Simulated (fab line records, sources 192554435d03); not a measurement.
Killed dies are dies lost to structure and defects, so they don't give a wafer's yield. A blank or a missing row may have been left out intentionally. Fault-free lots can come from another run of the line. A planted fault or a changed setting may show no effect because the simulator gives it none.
Chamber matching    flow n5-finfet    N5_BEOL_M5_DEP_56 on pecvd-04: 3 sister chambers
The step deposits SiCN from 3MS/NH3, target thk 8 nm, time 14 s. 3 wafers are shown with their chamber, then 8 later ones without.

WAFERS WITH THEIR CHAMBER
wafer   chamber  throttle-valve-pct (%)
L084.1  0        9.4
L084.2  1        9.6
L084.4  2        9.2

WAFERS MISSING THEIR CHAMBER
wafer   throttle-valve-pct (%)
L084.5  9.5
L084.6  9.6
L085.1  9.8
L085.2  9.3
L085.4  9.1
L093.1  9.2
L093.4  9.4
L093.6  9.1

WHICH CHAMBER EACH ONE RAN IN
wafer    from the rows above            in truth
L084.5   can't be placed: 0 or 1        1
L084.6   can't be placed: 1 or 0        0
L085.1   can't be placed: 1 or 0        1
L085.2   can't be placed: 0 or 2 or 1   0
L085.4   2                              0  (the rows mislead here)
L093.1   2                              2
L093.4   can't be placed: 0 or 1        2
L093.6   2                              2
Placed correctly: 2 of 8. These rows do not allow placing 5 (true chamber among the candidates in 4). 1 placed wrongly.
How it was worked out, from the rows above alone: a wafer's distance from a chamber is the root of the sum, over the readings, of the square of ((its reading less the chamber's mean) divided by the reading's scatter). The wafer belongs to the nearest chamber; if the next one is less than 2 further off, it can't be placed. Each chamber's mean is taken over the wafers shown for it. The scatter: with one shown wafer a chamber, the root of the mean of the squares of how far each hidden wafer lies from its nearest shown one.
